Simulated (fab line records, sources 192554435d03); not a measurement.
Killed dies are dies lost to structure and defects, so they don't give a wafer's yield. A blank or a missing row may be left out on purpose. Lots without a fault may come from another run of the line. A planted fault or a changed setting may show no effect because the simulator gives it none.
fab line records | flow n5_finfet
record lots=15 wafers=45 last_day=18
route steps=1938 shown BEOL_M10@1522 BEOL_M11@1553
lots that met no fault: from a run of the same line without faults
start_h: hours from the record's first day to the start of the lot's first wafer shown | wait_h: hours since the lot's step before | " the same as in the row above | L1.1+2: a row that stands for several wafers | - no value, or no start given | * or withheld: withheld | < > ~ a bound
route shown NAME@n: a module of which the file shows steps, and the number in the route of the first | usual: mean/standard deviation of fault-free wafers | same: alike in all rows | chamber/n: place in a boat | sites: the reading at each site | _std_site: their standard deviation | _edge_site: outer sites' mean less inner sites' | radius_mm: how far each site lies from the wafer's centre | mask NAME#n: copy n | behind: the tool/chamber that last shaped the wafer | hold: why the lot was held/for how many hours/how that ended | device: the transistor (n, p or np) that didn't switch | end of line: the same wafers' tests at the end of the route | a step without rows: its recipe alone | killed: dies lost to structure and defects at the first sort, not the wafer's yield | map: a wafer's dies, x killed, . not, _ none there
set.NAME: the setting as run; set.NAME@STEP: as run at that earlier step | model.NAME: the simulator's own value behind a step, which no gauge read
steps of the route over a sample of lots; a table a step, a row a wafer
services: from which hour (start_h, from the record's first day; less than 0 if before it) a tool's chamber was out of use, for how many hours, and why
## steps
# step N5_BEOL_M10_DEGAS_44
# recipe ambient=vacuum temp_c=250 time_s=60
# usual heater_power_w=330/29
# columns lot.wafer tool chamber start_h wait_h heater_power_w
L264.2 pvd_sputter-02 - 223.78 0.4 333
L264.3 " - " " 292
L264.4 " - " " 322
L263.4 pvd_sputter-03 - 230.48 0.1 312
L263.5 " - " " 379
L263.6 " - " " 315
L265.2 pvd_sputter-02 - 242.46 0.2 400
L265.3 " - " " 287
L265.6 " - " " 289
L266.1 pvd_sputter-02 - 248.53 0.6 322
L266.2 " - " " 293
L266.4 " - " " 399
L268.1 pvd_sputter-03 - 262.43 0.4 376
L268.4 " - " " 310
L268.5 " - " " 313
L267.1 pvd_sputter-03 - 262.51 0.4 362
L267.2 " - " " 315
L267.4 " - " " 311
L271.2 pvd_sputter-01 - 284.45 3.5 309
L271.3 " - " " 334
L271.6 " - " " 312
L275.1 pvd_sputter-01 - 305.11 0.3 305
L275.3 " - " " 319
L275.5 " - " " 323
L273.4 pvd_sputter-02 - 305.86 0.2 333
L273.5 " - " " 401
L273.6 " - " " 288
L280.1 pvd_sputter-03 - 322.55 0.6 375
L280.3 " - " " 305
L280.6 " - " " 315
L279.3 pvd_sputter-01 - 326.25 1.5 323
L279.4 " - " " 330
L279.5 " - " " 342
L278.1 pvd_sputter-03 - 328.10 0.7 368
L278.2 " - " " 313
L278.4 " - " " 308
L284.3 pvd_sputter-03 - 365.18 0.4 308
L284.4 " - " " 361
L284.5 " - " " 374
L285.1 pvd_sputter-01 - 381.49 1.9 340
L285.3 " - " " 330
L285.6 " - " " 313
L286.1 pvd_sputter-01 - 381.57 1.7 313
L286.2 " - " " 334
L286.4 " - " " 312
# step N5_BEOL_M10_ALD_74
# recipe material=TaN target_thk_a=20 temp_c=275 ald_precursor_family=PDMAT ald_co_reactant=NH3 pressure_torr=3 carrier_flow_sccm=1500 pulse_time_s=2 purge_time_s=3 co_reactant_purge_time_s=2 co_reactant_pulse_time_s=3 ald_cycles=40 precursor_vessel_temp_c=75 precursor_vessel_pressure_torr=26.25 precursor_vessel_carrier_sccm=1000
# usual heater_power_w=419/45
# same pulse_time_s=2
# columns lot.wafer tool chamber start_h wait_h heater_power_w since_wet_clean_h
L264.2 ald_metal-03 1 223.88 0.0 380 2964
L264.3 " 3 " " 405 2964
L264.4 " 2 " " 382 2964
L263.4 ald_metal-03 3 230.58 0.0 404 2970
L263.5 " 3 " " 406 -
L263.6 " 2 " " 399 -
L265.2 ald_metal-02 1 242.56 0.0 366 4521
L265.3 " 3 " " 527 4521
L265.6 " 2 " " 398 -
L266.1 ald_metal-02 2 248.64 0.0 387 4527
L266.2 " 3 " " 519 4527
L266.4 " 1 " " 360 4527
L268.1 ald_metal-04 1 262.55 0.1 485 1464
L268.4 " 2 " " 416 1464
L268.5 " 3 " " 408 -
L267.1 ald_metal-03 1 262.61 0.0 395 3002
L267.2 " 0 " " 454 3002
L267.4 " 3 " " 401 3002
L271.2 ald_metal-02 1 284.56 0.1 366 4563
L271.3 " 3 " " 530 4563
L271.6 " 1 " " 364 -
L275.1 ald_metal-03 3 305.33 0.2 398 3045
L275.3 " 1 " " 381 3045
L275.5 " 2 " " 399 -
L273.4 ald_metal-02 3 305.96 0.0 515 4584
L273.5 " 2 " " 384 -
L273.6 " 1 " " 361 -
L280.1 ald_metal-02 1 322.88 0.3 358 4601
L280.3 " 2 " " 387 4601
L280.6 " 2 " " 389 -
L279.3 ald_metal-02 0 326.35 0.0 413 4605
L279.4 " 2 " " 399 4605
L279.5 " 1 " " 363 -
L278.1 ald_metal-04 2 328.22 0.1 422 1530
L278.2 " 1 " " 478 1530
L278.4 " 3 " " 405 1530
L284.3 ald_metal-03 1 365.51 0.3 380 3105
L284.4 " 3 " " 418 3105
L284.5 " 0 " " 466 -
L285.1 ald_metal-03 2 381.59 0.0 400 3121
L285.3 " 1 " " 389 3121
L285.6 " 0 " " 448 -
L286.1 ald_metal-04 0 381.67 0.0 444 1583
L286.2 " 1 " " 479 1583
L286.4 " 3 " " 409 1583
# step N5_BEOL_M10_CMP_52
# recipe stop_on=SiCOH_lowk t_overpolish_s=7 down_force_psi=1 platen_rpm=50 clearing_platen_down_force_psi=1.5 clearing_platen_rpm=50 post_cmp_clean=cu_alkaline target_thk_nm=140 clearing_platen_pad_velocity_m_s=0.99484 pad_velocity_m_s=0.99484
# usual barrier_field_endpoint_s=29.2/0.73 motor_current_A=6.1/0.51 overpolish_run_s=7.000/0.0093 time_to_endpoint_s=67/3.9
# columns lot.wafer tool chamber start_h wait_h barrier_field_endpoint_s motor_current_A overpolish_run_s time_to_endpoint_s
L264.4 cmp-02 3 226.82 0.2 29.8 5.9 6.990 64
L264.3 " 0 " " 28.9 6.0 7.014 64
L264.2 " 1 " " 28.7 5.6 6.984 66
L263.4 cmp-01 1 231.94 0.3 29.3 5.3 7.002 68
L263.5 " 3 " " 29.5 7.0 6.992 72
L263.6 " 0 " " 30.0 6.6 6.990 73
L265.2 cmp-01 0 245.97 0.3 28.8 6.5 7.005 70
L265.3 " 1 " " 28.9 5.0 6.999 66
L265.6 " 3 " " 30.0 6.5 6.992 71
L266.4 cmp-02 3 249.68 0.1 29.1 6.2 6.988 66
L266.2 " 1 " " 29.8 5.8 6.985 68
L266.1 " 2 " " 28.2 5.7 6.996 64
L268.4 cmp-01 2 264.22 0.2 28.4 6.0 7.009 66
L268.1 " 0 " " 29.3 6.6 7.007 69
L268.5 " 2 " " 29.4 6.2 7.013 67
L267.1 cmp-02 0 264.38 0.3 28.3 5.9 7.007 60
L267.4 " 2 " " 27.4 5.7 6.996 59
L267.2 " 3 " " 28.8 5.9 7.000 63
L271.3 cmp-03 1 285.82 0.3 29.0 6.4 6.990 71
L271.2 " 2 " " 29.3 6.1 6.996 62
L271.6 " 3 " " 30.3 6.9 6.981 73
L275.1 cmp-01 3 308.15 0.3 29.4 6.9 6.993 71
L275.3 " 1 " " 28.5 5.5 7.002 66
L275.5 " 3 " " 30.2 6.7 7.006 73
L273.4 cmp-01 1 308.64 0.2 29.6 5.1 7.000 66
L273.5 " 0 " " 30.0 6.6 7.003 67
L273.6 " 1 " " 29.0 4.9 7.002 65
L280.3 cmp-02 2 324.17 0.3 27.9 5.4 7.011 63
L280.1 " 3 " " 28.3 6.4 6.995 64
L280.6 " 0 " " 29.1 5.8 7.012 68
L279.3 cmp-02 1 327.47 0.2 28.9 5.6 6.994 64
L279.4 " 0 " " 29.6 6.0 7.024 66
L279.5 " 1 " " 28.9 6.0 6.993 66
L278.1 cmp-02 3 329.74 0.3 28.8 6.2 7.011 69
L278.4 " 0 " " 29.4 5.6 7.022 68
L278.2 " 1 " " 29.9 5.8 6.999 70
L284.3 cmp-02 3 368.39 0.2 28.7 6.0 6.987 65
L284.4 " 2 " " 28.6 5.4 7.006 63
L284.5 " 0 " " 28.7 5.4 7.001 67
L285.1 cmp-02 2 382.69 0.3 28.1 5.8 7.006 63
L285.3 " 0 " " 28.8 5.9 7.003 68
L285.6 " 1 " " 29.5 5.8 6.999 68
L286.2 cmp-03 1 383.07 0.4 29.1 6.3 7.000 67
L286.1 " 2 " " 27.9 5.8 6.993 58
L286.4 " 3 " " 30.0 7.1 7.009 69
# step N5_BEOL_M11_ETCH_61
# recipe chemistry=CF4 target=SiARC target_depth_a=390 mask_material=CAR-ArF time_s=65 ion_energy_ev=80 pressure_mtorr=40 source_w=545 bias_w=36 Ar_flow_sccm=100 cf4_flow_sccm=100 ends=cleared
# usual bias_w=36.00/0.12 cf4_flow_sccm=99.99/0.29 drypump_motor_current_A=5.7/0.38 etch_rf_on_time_s=64.8/1.8 oes_product_au=0.69/0.085 rf_vpp_V=184.3/1.1 showerhead_plenum_p_Torr=2.17/0.056 throttle_valve_pct=15.58/0.25
# columns lot.wafer tool chamber start_h wait_h bias_w cf4_flow_sccm drypump_motor_current_A etch_rf_on_time_s oes_product_au rf_hours_counter_h rf_vpp_V showerhead_plenum_p_Torr throttle_valve_pct
L264.2 rie_diel-02 3 230.81 0.0 36.13 100.09 5.6 63.0 0.61 239 183.7 2.20 15.61
L264.3 " 0 " " 35.99 100.46 6.6 65.2 0.59 232 181.0 2.02 15.75
L264.4 " 2 " " 36.01 99.85 5.2 66.3 0.62 167 184.2 2.23 15.94
L263.4 rie_diel-03 0 234.01 0.0 35.95 100.43 5.3 67.0 0.64 - 185.1 2.23 15.67
L263.5 " 3 " " 36.09 100.29 5.5 64.5 0.62 - 183.6 2.12 15.73
L263.6 " 2 " " 36.08 100.29 5.8 63.8 0.83 - 181.6 2.10 15.35
L265.2 rie_diel-02 3 248.94 0.0 35.80 99.99 5.6 64.1 0.59 245 183.6 2.20 15.63
L265.3 " 0 " " 36.07 100.19 6.6 66.3 0.58 239 182.7 2.02 15.79
L265.6 " 1 " " 36.16 100.29 6.0 64.2 0.65 - 184.5 2.14 15.30
L266.1 rie_diel-06 0 252.60 0.0 36.05 99.94 5.3 66.5 0.70 81 185.0 2.17 15.48
L266.2 " 1 " " 35.85 99.27 5.8 67.8 0.60 232 185.2 2.20 15.90
L266.4 " 0 " " 36.23 100.03 5.4 66.3 0.71 - 185.0 2.17 15.48
L268.1 rie_diel-03 2 269.04 0.0 35.72 99.94 5.8 64.7 0.78 18 183.8 2.10 15.38
L268.4 " 0 " " 35.95 100.16 5.3 68.1 0.63 175 183.5 2.23 15.69
L268.5 " 0 " " 35.81 100.38 5.3 67.0 0.63 - 185.3 2.23 15.69
L267.1 rie_diel-06 0 269.20 0.0 35.94 99.78 5.4 66.1 0.70 86 184.7 2.16 15.50
L267.2 " 1 " " 35.89 100.80 5.8 67.2 0.60 238 186.0 2.20 15.88
L267.4 " 2 " " 35.81 99.97 6.1 64.5 0.63 175 185.1 2.22 15.86
L271.2 rie_diel-02 1 288.28 0.0 35.87 100.24 6.0 63.6 0.64 177 183.8 2.13 15.32
L271.3 " 2 " " 35.99 100.02 5.2 67.2 0.61 186 183.5 2.22 15.97
L271.6 " 2 " " 36.10 99.64 5.2 67.0 0.61 - 187.3 2.22 15.97
L275.1 rie_diel-03 1 310.82 0.0 35.97 100.02 5.5 67.1 0.77 20 183.1 2.12 15.41
L275.3 " 3 " " 35.97 99.99 5.6 65.0 0.61 239 183.7 2.11 15.82
L275.5 " 3 " " 36.02 99.45 5.6 64.9 0.61 - 184.8 2.11 15.81
L273.4 rie_diel-06 0 311.37 0.0 35.96 100.19 5.3 66.0 0.68 - 183.9 2.16 15.52
L273.5 " 2 " " 36.06 99.96 6.1 63.4 0.62 - 185.3 2.22 15.90
L273.6 " 3 " " 36.04 100.15 5.7 62.3 0.79 - 185.6 2.19 15.37
L280.1 rie_diel-06 3 328.00 0.0 - - - - - - - - -
L280.3 " 0 " " - - - - - - - - -
L280.6 " 3 " " - - - - - - - - -
L279.3 rie_diel-06 1 331.84 0.0 - - - - - - - - -
L279.4 " 3 " " - - - - - - - - -
L279.5 " 2 " " - - - - - - - - -
L278.1 rie_diel-02 3 332.08 0.0 - - - - - - - - -
L278.2 " 2 " " - - - - - - - - -
L278.4 " 1 " " - - - - - - - - -
L284.3 rie_diel-03 2 370.49 0.0 35.89 100.08 5.8 64.6 0.74 45 183.4 2.09 15.42
L284.4 " 0 " " 36.09 99.74 5.3 68.3 0.61 - 184.1 2.22 15.75
L284.5 " 2 " " 35.97 99.84 5.8 64.2 0.74 - 181.6 2.09 15.45
L285.1 rie_diel-03 2 385.68 0.0 35.88 100.29 5.8 63.5 0.74 51 181.9 2.09 15.43
L285.3 " 0 " " 35.79 99.75 5.3 67.6 0.61 207 184.5 2.22 15.76
L285.6 " 0 " " 36.13 99.71 5.3 67.9 0.61 - 184.7 2.22 15.76
L286.1 rie_diel-06 1 385.81 0.0 35.97 100.09 5.8 65.8 0.79 16 185.2 2.19 15.45
L286.2 " 3 " " 35.96 100.11 5.7 63.6 0.75 38 185.4 2.18 15.42
L286.4 " 2 " " 36.01 99.78 6.1 64.3 0.60 217 185.7 2.21 15.94
# step N5_BEOL_M11_ETCH_62
# recipe chemistry=N2/H2 target=SOC target_depth_a=1100 overetch_a=220 mask_material=SiARC temp_c=40 time_s=165 ion_energy_ev=200 pressure_mtorr=30 source_w=840 bias_w=150 n2_flow_sccm=200 h2_flow_sccm=200
# usual bias_w=150.0/0.44 chamber_pressure_mTorr=29.999/0.028 drypump_motor_current_A=5.7/0.38 h2_flow_sccm=199.9/0.55 oes_product_au=0.68/0.078 rf_vpp_V=524.8/2 showerhead_plenum_p_Torr=2.58/0.07 throttle_valve_pct=17.79/0.25
# columns lot.wafer tool chamber start_h wait_h bias_w chamber_pressure_mTorr drypump_motor_current_A h2_flow_sccm oes_product_au rf_hours_counter_h rf_vpp_V showerhead_plenum_p_Torr throttle_valve_pct
L264.2 rie_diel-02 3 230.86 0.0 150.8 29.995 5.6 200.4 0.59 239 526.6 2.60 17.83
L264.3 " 0 " " 150.4 30.000 6.6 200.7 0.59 232 521.3 2.42 18.13
L264.4 " 2 " " 150.1 30.013 5.1 200.0 0.62 167 527.2 2.63 18.02
L263.4 rie_diel-03 0 234.11 0.1 149.7 30.017 5.4 200.9 0.65 - 526.5 2.66 17.94
L263.5 " 3 " " 150.7 30.053 5.5 199.0 0.61 - 523.0 2.53 18.10
L263.6 " 2 " " 149.1 29.989 5.8 199.8 0.81 - 523.0 2.48 17.49
L265.2 rie_diel-02 3 248.99 0.0 149.9 29.997 5.6 200.5 0.58 245 525.2 2.60 17.83
L265.3 " 0 " " 149.5 29.939 6.6 199.4 0.59 239 520.0 2.42 18.13
L265.6 " 1 " " 150.4 29.991 6.0 199.9 0.64 - 523.1 2.55 17.57
L266.1 rie_diel-06 0 252.65 0.0 150.1 29.983 5.3 199.7 0.69 81 524.8 2.57 17.71
L266.2 " 1 " " 150.5 29.989 5.8 200.9 0.61 232 526.4 2.61 18.00
L266.4 " 0 " " 149.8 29.986 5.3 201.0 0.70 - 525.4 2.57 17.72
L268.1 rie_diel-03 2 269.09 0.0 149.8 29.984 5.8 200.3 0.77 18 522.2 2.48 17.51
L268.4 " 0 " " 150.5 29.995 5.3 199.3 0.65 175 527.2 2.65 17.97
L268.5 " 0 " " 149.5 30.001 5.3 199.5 0.64 - 526.3 2.65 17.95
L267.1 rie_diel-06 0 269.25 0.0 150.4 29.982 5.3 199.6 0.70 86 524.5 2.57 17.72
L267.2 " 1 " " 150.0 29.944 5.8 199.1 0.60 238 525.5 2.61 17.99
L267.4 " 2 " " 150.4 30.039 6.1 200.0 0.62 175 526.3 2.64 18.02
L271.2 rie_diel-02 1 288.33 0.0 149.4 30.036 6.0 199.7 0.62 177 522.0 2.55 17.60
L271.3 " 2 " " 150.7 30.017 5.1 199.4 0.61 186 526.2 2.63 18.07
L271.6 " 2 " " 150.7 30.011 5.1 200.1 0.61 - 526.8 2.63 18.06
L275.1 rie_diel-03 1 310.87 0.0 150.3 30.025 5.5 199.0 0.78 20 522.7 2.47 17.43
L275.3 " 3 " " 149.4 30.039 5.6 199.5 0.60 239 523.6 2.52 18.14
L275.5 " 3 " " 149.6 30.035 5.6 199.5 0.60 - 521.7 2.52 18.13
L273.4 rie_diel-06 0 311.46 0.1 150.4 30.002 5.4 200.1 0.68 - 523.9 2.57 17.74
L273.5 " 2 " " 149.2 30.000 6.1 200.0 0.61 - 525.5 2.63 18.05
L273.6 " 3 " " 150.5 30.006 5.7 199.8 0.78 - 527.6 2.62 17.63
L280.1 rie_diel-06 3 328.05 0.0 150.2 29.974 5.7 199.6 0.33 18 526.3 2.61 17.61
L280.3 " 0 " " 150.9 30.004 5.4 199.9 0.30 106 524.1 2.56 17.72
L280.6 " 3 " " 150.3 29.986 5.7 199.3 0.34 - 524.6 2.61 17.60
L279.3 rie_diel-06 1 331.89 0.0 150.5 30.000 5.8 199.9 0.36 2 525.1 2.60 17.43
L279.4 " 3 " " 150.9 30.033 5.7 200.4 0.34 19 524.2 2.61 17.59
L279.5 " 2 " " 149.9 29.969 6.1 201.3 0.27 - 526.2 2.63 18.00
L278.1 rie_diel-02 3 332.13 0.0 149.6 30.016 5.6 200.4 0.35 16 523.6 2.59 17.33
L278.2 " 2 " " 149.4 29.989 5.1 200.5 0.27 199 524.9 2.62 18.03
L278.4 " 1 " " 150.4 29.941 6.0 199.3 0.27 188 523.5 2.54 17.56
L284.3 rie_diel-03 2 370.54 0.0 150.1 30.047 5.8 199.9 0.74 45 523.6 2.47 17.54
L284.4 " 0 " " 150.5 30.007 5.3 200.3 0.63 - 524.8 2.64 18.00
L284.5 " 2 " " 149.9 30.001 5.8 199.9 0.73 - 522.3 2.47 17.57
L285.1 rie_diel-03 2 385.73 0.0 149.5 29.983 5.8 200.5 0.73 51 520.2 2.46 17.56
L285.3 " 0 " " 150.4 30.003 5.3 200.0 0.62 208 526.6 2.64 18.00
L285.6 " 0 " " 149.8 29.949 5.3 199.9 0.62 - 526.1 2.64 18.01
L286.1 rie_diel-06 1 385.86 0.0 149.9 30.048 5.8 199.2 0.79 16 525.6 2.59 17.53
L286.2 " 3 " " 150.6 30.018 5.7 200.5 0.74 38 526.1 2.61 17.70
L286.4 " 2 " " 150.3 30.013 6.1 201.2 0.60 217 526.3 2.62 18.08
# step N5_BEOL_M11_HM_OPEN_17
# recipe chemistry=Cl2/BCl3 target_depth_a=200 overetch_a=60 target=TiN mask_material=SOC ion_energy_ev=150 pressure_mtorr=10 icp_w=1000 bias_w=126 Cl2_flow_sccm=53.25 bcl3_flow_sccm=21.75 Ar_flow_sccm=25
# usual drypump_motor_current_A=5.94/0.19 oes_product_au=0.69/0.074 throttle_valve_pct=21.98/0.16
# columns lot.wafer tool chamber start_h wait_h drypump_motor_current_A oes_product_au rf_hours_counter_h throttle_valve_pct
L264.2 rie_metal-01 0 231.05 0.0 5.79 0.54 124 22.13
L264.3 " 1 " " 6.27 0.60 - 22.13
L264.4 " 0 " " 5.79 0.53 - 22.14
L263.4 rie_metal-02 0 234.26 0.1 5.68 0.67 - 22.24
L263.5 " 1 " " 6.13 0.63 - 21.97
L263.6 " 0 " " 5.70 0.67 - 22.23
L265.2 rie_metal-01 1 249.21 0.1 6.19 0.59 - 22.12
L265.3 " 1 " " 6.21 0.59 - 22.15
L265.6 " 1 " " 6.22 0.59 - 22.12
L266.1 rie_metal-03 0 252.83 0.0 5.99 0.78 5 22.02
L266.2 " 1 " " 5.75 0.71 24 21.84
L266.4 " 0 " " 5.98 0.78 - 22.04
L268.1 rie_metal-01 1 269.27 0.0 6.22 0.58 91 22.16
L268.4 " 0 " " 5.85 0.84 - 21.67
L268.5 " 1 " " 6.16 0.58 - 22.13
L267.1 rie_metal-03 1 269.44 0.0 5.76 0.70 26 21.85
L267.2 " 0 " " 6.02 0.77 7 22.06
L267.4 " 0 " " 6.03 0.76 - 22.04
L271.2 rie_metal-03 1 288.51 0.0 5.75 0.71 28 21.85
L271.3 " 0 " " 5.99 0.76 - 22.05
L271.6 " 1 " " 5.76 0.70 - 21.87
L275.1 rie_metal-01 0 311.06 0.0 5.88 0.77 6 21.70
L275.3 " 0 " " 5.84 0.78 - 21.70
L275.5 " 0 " " 5.81 0.78 - 21.67
L273.4 rie_metal-01 1 311.61 0.1 6.18 0.58 - 22.14
L273.5 " 1 " " 6.21 0.58 - 22.17
L273.6 " 0 " " 5.85 0.79 - 21.67
L280.1 rie_metal-03 0 328.24 0.0 6.06 0.33 13 22.70
L280.3 " 1 " " 5.74 0.31 - 22.51
L280.6 " 1 " " 5.76 0.30 - 22.52
L279.3 rie_metal-03 1 332.11 0.1 5.76 0.30 - 22.51
L279.4 " 0 " " 6.01 0.32 - 22.72
L279.5 " 1 " " 5.77 0.29 - 22.52
L278.1 rie_metal-03 0 332.31 0.0 5.98 0.33 13 22.70
L278.2 " 1 " " 5.76 0.30 32 22.51
L278.4 " 0 " " 6.01 0.33 - 22.71
L284.3 rie_metal-03 1 370.76 0.1 5.74 0.68 - 21.88
L284.4 " 0 " " 5.99 0.74 - 22.08
L284.5 " 0 " " 5.99 0.74 - 22.06
L285.1 rie_metal-01 0 385.92 0.0 5.82 0.75 13 21.68
L285.3 " 0 " " 5.80 0.74 - 21.68
L285.6 " 1 " " 6.19 0.56 - 22.17
L286.1 rie_metal-01 1 386.05 0.0 6.20 0.56 104 22.18
L286.2 " 0 " " 5.85 0.75 13 21.67
L286.4 " 1 " " 6.18 0.56 - 22.17
# step N5_BEOL_M11_CD_MEAS_18
# recipe pitch_nm=140 target_cd_nm=70
# usual cd_nm=70.0/0.69
# columns lot.wafer tool chamber start_h wait_h cd_nm
L264.2 cd_sem-01 - 231.32 0.1 69.9
L264.3 " - " " 70.2
L264.4 " - " " 69.5
L263.4 cd_sem-03 - 234.41 0.0 70.6
L263.5 " - " " 69.5
L263.6 " - " " 71.0
L265.2 cd_sem-03 - 249.48 0.1 70.6
L265.3 " - " " 70.7
L265.6 " - " " 70.9
L266.1 cd_sem-03 - 253.21 0.1 69.0
L266.2 " - " " 70.0
L266.4 " - " " 69.4
L268.1 cd_sem-01 - 269.48 0.0 70.7
L268.4 " - " " 69.2
L268.5 " - " " 70.0
L267.1 cd_sem-02 - 269.62 0.0 69.8
L267.2 " - " " 70.5
L267.4 " - " " 69.8
L271.2 cd_sem-03 - 288.69 0.1 69.1
L271.3 " - " " 69.2
L271.6 " - " " 70.5
L275.1 cd_sem-03 - 311.34 0.0 70.3
L275.3 " - " " 69.7
L275.5 " - " " 70.1
L273.4 cd_sem-01 - 311.77 0.1 69.5
L273.5 " - " " 70.3
L273.6 " - " " 69.8
L280.1 cd_sem-01 - 328.45 0.0 -
L280.3 " - " " -
L280.6 " - " " -
L279.3 cd_sem-02 - 332.37 0.1 -
L279.4 " - " " -
L279.5 " - " " -
L278.1 cd_sem-01 - 332.49 0.0 -
L278.2 " - " " -
L278.4 " - " " -
L284.3 cd_sem-01 - 370.91 0.1 70.2
L284.4 " - " " 69.8
L284.5 " - " " 70.1
L285.1 cd_sem-03 - 386.10 0.0 70.0
L285.3 " - " " 71.1
L285.6 " - " " 69.6
L286.1 cd_sem-03 - 386.23 0.0 68.6
L286.2 " - " " 68.8
L286.4 " - " " 68.6
## services
# columns tool chamber start_h hours kind
rie_diel-06 2 205.55 5.7 repair
ald_metal-04 0 208.00 24.3 repair
cmp-03 - 223.70 0.5 repair
cmp-03 - 228.34 5.3 pm
cmp-02 - 233.52 6.2 pm
cmp-02 - 256.17 4.0 pm
cmp-03 - 258.86 7.2 repair
cmp-03 - 267.94 1.7 repair
rie_metal-02 - 273.07 1.4 pm
rie_metal-02 - 275.43 20.2 repair
rie_metal-02 1 303.36 2.4 repair
ald_metal-03 0 306.08 26.6 repair
rie_diel-02 - 315.59 2.8 pm
cmp-01 - 320.80 4.0 pm
cmp-03 - 322.95 0.5 repair
ald_metal-03 - 327.47 2.3 repair
rie_diel-03 - 343.13 14.6 pm
rie_diel-06 1 352.47 9.0 repair
cmp-03 - 360.37 2.8 repair
ald_metal-04 1 363.04 4.1 repair
ald_metal-03 - 368.48 6.0 pm
cmp-03 - 371.30 4.0 pm
ald_metal-02 - 374.63 8.7 pm
cmp-01 - 379.74 3.8 pm
## key
first_sign step=N5_BEOL_M11_ETCH_61 reading=tool_record direction=missing
effect step=N5_BEOL_M11_ETCH_62 reading=oes_product_au direction=down sigmas=4.7 usual=0.68 struck=0.31
effect step=N5_BEOL_M11_HM_OPEN_17 reading=oes_product_au direction=down sigmas=5.1 usual=0.69 struck=0.31
effect step=N5_BEOL_M11_CD_MEAS_18 reading=cd_nm direction=missing
met_at N5_BEOL_M11_ETCH_61
struck_lots L278,L279,L280
later_rows_left_out L278.1,L278.2,L278.4,L279.3,L279.4,L279.5,L280.1,L280.3,L280.6
sort_left_out L278.1,L278.2,L278.4,L279.3,L279.4,L279.5,L280.1,L280.3,L280.6
not_acting_at N5_BEOL_M10_DEGAS_44,N5_BEOL_M10_ALD_74,N5_BEOL_M10_CMP_52
onset_between 311.37 328.00
fault kind=skipped_step_whole tool=rie_diel-02,rie_diel-06 chamber=- onset_h=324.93 steps=N5_BEOL_M11_ETCH_61 scope=struck_lots_only
# sort_left_out: the simulated sort isn't trusted on such a fault, so these wafers' sort isn't shown, and their yield isn't known
# later_rows_left_out: the simulator's readings of these wafers behind a module that went badly wrong aren't trusted and aren't shown, but for the sort
